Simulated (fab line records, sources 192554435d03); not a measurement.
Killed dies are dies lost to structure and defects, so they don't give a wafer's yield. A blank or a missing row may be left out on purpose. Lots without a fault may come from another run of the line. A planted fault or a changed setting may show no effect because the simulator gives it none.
Split-lot experiment | flow n5_finfet | 7 lots, 21 wafers read, on a route of 1938 steps

THE SPLIT
At N5_BEOL_M3_COAT_67 (time 60 s, resist thk 60 nm), the setting spin_rpm was moved away from the recipe's 1500 rpm on 11 of the 21 wafers read, by -8.4% to +6.6%. The other wafers ran this setting at the recipe's value.

FROM THE SPLIT TO THE READING: what the file shows between them, 8 steps
- N5_BEOL_M3_EXPOSE_25: exposes mask V2, defocus 5 nm (also split here: dose_mj)
- N5_BEOL_M3_PEB_26: peb time 60 s
- N5_BEOL_M3_DEVELOP_27: develop time 30 s
- N5_BEOL_M3_ALD_98: deposits SiO2, target thk 2.5 nm, pulse time 1 s, co reactant pulse time 1 s
- N5_BEOL_M3_ETCHBACK_99: etches SiO2 in CHF3, target depth 5 nm, time 10.4 s
- N5_BEOL_M3_ETCH_70: etches SOC in N2/H2, target depth 80 nm, overetch 16 nm, time 120 s
- N5_BEOL_M3_STRIP_71: strips in N2/H2
- N5_BEOL_M3_STRIP_78: strips in N2/H2

THE READING
SOC_of_BEOL_M3_COAT_67.thk_nm (the simulator's own value, which no gauge read), in nm, at N5_BEOL_M3_VIA_ETCH_34 (etches the open film in C4F6/O2, target depth 69.4 nm, time 65.9 s). The file gives no usual value for it. The 10 wafers here that ran the recipe average 52.0 nm, standard deviation 0.17 nm.

wafer  | tool, chamber at the split | spin_rpm as run, rpm | against the recipe | SOC_of_BEOL_M3_COAT_67.thk_nm, nm | against lot-mates on the recipe
L075.1 | litho_track-02, 0          | 1594                 | +6.3%              | 50.2                              | no lot-mate on the recipe
L075.2 | litho_track-02, 0          | 1594                 | +6.3%              | 50.2                              | no lot-mate on the recipe
L075.6 | litho_track-02, 0          | 1594                 | +6.3%              | 50.2                              | no lot-mate on the recipe
L081.1 | litho_track-04, 0          | 1500                 | recipe             | 51.8                              | -
L081.3 | litho_track-04, 0          | 1500                 | recipe             | 52                                | -
L081.6 | litho_track-04, 0          | 1500                 | recipe             | 51.6                              | -
L082.1 | litho_track-02, 0          | 1374                 | -8.4%              | 54.6                              | +2.6
L082.3 | litho_track-02, 0          | 1500                 | recipe             | 52                                | -
L082.5 | litho_track-02, 0          | 1374                 | -8.4%              | 55                                | +3.0
L083.2 | litho_track-03, 0          | 1583                 | +5.5%              | 50                                | -2.0
L083.6 | litho_track-03, 0          | 1583                 | +5.5%              | 50                                | -2.0
L083.4 | litho_track-03, 0          | 1500                 | recipe             | 52                                | -
L084.2 | litho_track-02, 0          | 1500                 | recipe             | 52                                | -
L084.5 | litho_track-02, 0          | 1500                 | recipe             | 52.2                              | -
L084.6 | litho_track-02, 0          | 1500                 | recipe             | 52.2                              | -
L087.3 | litho_track-04, 0          | 1425                 | -5.0%              | 53.4                              | +1.4
L087.4 | litho_track-04, 0          | 1500                 | recipe             | 52                                | -
L087.5 | litho_track-04, 0          | 1425                 | -5.0%              | 53.8                              | +1.8
L089.1 | litho_track-03, 0          | 1500                 | recipe             | 52                                | -
L089.5 | litho_track-03, 0          | 1599                 | +6.6%              | 50.4                              | -1.6
L089.6 | litho_track-03, 0          | 1599                 | +6.6%              | 50.2                              | -1.8

THE FIT
A straight line over all 21 wafers: SOC_of_BEOL_M3_COAT_67.thk_nm changes by -0.311 nm for each +1% of spin_rpm; r = -0.99; the points scatter about the line by 0.23 nm.
The same after taking each lot's own level away (the mean of its wafers on the recipe; 18 wafers): -0.317 nm for each +1%; r = -0.99; scatter 0.21 nm.
On that fit, the largest move of spin_rpm shifts the reading by 2.7 nm.
The lots' own levels span 51.80 to 52.13 nm, that is 2.0 times the standard deviation above.
So the lot-to-lot level changes the slope little: the two slopes agree.
Check: with one of the wafers moved furthest among these (-8.4%) left out of the fit, the line predicts +2.73 nm for it against its lot-mates. It came out at +2.6 nm against them.

OTHER SPLITS ON THESE WAFERS
These wafers also went through other splits before the reading. Each is held against what the fit with the lots' levels taken away leaves over:
other split on the same wafers | wafers away from the commonest value | r with SOC_of_BEOL_M3_COAT_67.thk_nm (lot level and that fit taken away)
N5_BEOL_M1_COAT_05 spin_rpm    | 10                                   | +0.27
N5_BEOL_M3_EXPOSE_25 dose_mj   | 7                                    | -0.19

THE WHOLE CHAIN: every reading that the file lists as answering this split, in the file's order
step                   | what it does                                                        | reading                                                                        | change (the file's fit)               | r (the file's)
N5_BEOL_M3_COAT_67     | time 60 s, resist thk 60 nm                                         | SOC_of_BEOL_M3_COAT_67.thk_nm (the simulator's own value, which no gauge read) | -0.313 nm for each +1% of the setting | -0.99
N5_BEOL_M3_ETCH_70     | etches SOC in N2/H2, target depth 80 nm, overetch 16 nm, time 120 s | etch.depth_nm (the simulator's own value, which no gauge read)                 | -0.315 nm for each +1% of the setting | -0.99
N5_BEOL_M3_VIA_ETCH_34 | etches the open film in C4F6/O2, target depth 69.4 nm, time 65.9 s  | SOC_of_BEOL_M3_COAT_67.thk_nm (the simulator's own value, which no gauge read) | -0.317 nm for each +1% of the setting | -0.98

THE FILE'S OWN FIT
SOC_of_BEOL_M3_COAT_67.thk_nm changes by -0.317 nm for each +1% of spin_rpm, r = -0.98.
